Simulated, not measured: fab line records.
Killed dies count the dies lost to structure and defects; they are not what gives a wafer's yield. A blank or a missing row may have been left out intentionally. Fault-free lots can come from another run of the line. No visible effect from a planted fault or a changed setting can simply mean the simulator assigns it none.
8D (eight disciplines) problem report, filled in by code :: flow nand-harc :: the parts of the form that need people (team, actions taken, sign-off) are left out

== 1. PROBLEM STATEMENT ==
Mean of run-length-s at NHARC_A_STAIRCASE_ETCH_444: 8462.9 s across 6 wafers in 2 lots; on wafers with no fault it is 6821.2 s (standard deviation 0.38). So: +99 or more standard deviations from the usual mean.
The step: etches the open film in C4F8/O2, target depth 20400 nm, time 6800 s.
First observed at day 26 18:21: wafer L452.1, on rie-diel-13. Wafers with a number at this step in the record: 36, from 12 lots. Rule for "out" (also "out of limits"): further than 4 standard deviations from the usual mean. All remaining wafers that have a number are taken as sound.

== 2. WHAT IT IS AND WHAT IT IS NOT ==
question: which readings at this step
is: run-length-s
is not: oes-product-au

question: which lots
is: L452, L454
is not: L435, L436, L437, L439, L440, L443, L445, L453, L455, L456

question: which wafers of those lots
is: all that have a number
is not: -

question: read on which tools
is: rie-diel-13
is not: rie-diel-04, rie-diel-12

question: when
is: from day 26 18:21
is not: up to then (21 sound wafers); but 9 sound wafers of L453, L455, L456 came after

== 3. THE SUSPECTS, EACH WITH WHAT RULES IT OUT ==
Counting: a tool stays on the suspect list if, at a process step up to the reading, it processed all lots that are out and no sound lot following the first of them.
- pecvd-03 at NHARC_A_STAIRCASE_DEP_325 (deposits SiO2, target thk 7200 nm): kept. Every lot that is out went through it, starting with L452 (day 26 09:35), and after that it ran no sound lot; the last sound lot it ran before then is L439 (day 19 22:11).
- rie-diel-13 at NHARC_A_STAIRCASE_ETCH_444 (etches the open film in C4F8/O2, target depth 20400 nm, time 6800 s): kept. Every lot that is out went through it, starting with L452 (day 26 18:21), and after that it ran no sound lot; the last sound lot it ran before then is L445 (day 23 09:07). On those wafers its own readings are out: run-length-s.
After counting, pecvd-03 at NHARC_A_STAIRCASE_DEP_325 and rie-diel-13 at NHARC_A_STAIRCASE_ETCH_444 remain.

== 4. THE CAUSE (what the simulator had put in) ==
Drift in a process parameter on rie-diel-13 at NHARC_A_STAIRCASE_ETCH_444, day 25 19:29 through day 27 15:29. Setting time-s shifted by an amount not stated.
2 suspects survive the count, and this tool is in that group.

== 5. THE EFFECT CHAIN, in route order ==
Rows list readings where the struck wafers' mean (over those with a number) sits beyond 3 standard deviations from the usual. Readings are gone through only where the record gives a usual standard deviation; hours: the median, over the lots, of the time from a lot's start at the first step in this table giving one to that lot's start at this step; sigmas: the change measured in usual standard deviations.
hours: 0
step: NHARC_A_STAIRCASE_ETCH_444
reading: run-length-s
usual: 6821.2 s
on struck wafers: 8462.9
change: +1641.7
sigmas: +99 or more
Here are the process steps it includes:
- NHARC_A_STAIRCASE_ETCH_444: etches the open film in C4F8/O2, target depth 20400 nm, time 6800 s.

== 6. HOW IT WOULD HAVE BEEN CAUGHT EARLIER ==
In this record no reading fell out of limits until day 26 18:21, 23 hours after the fault had begun at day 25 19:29.
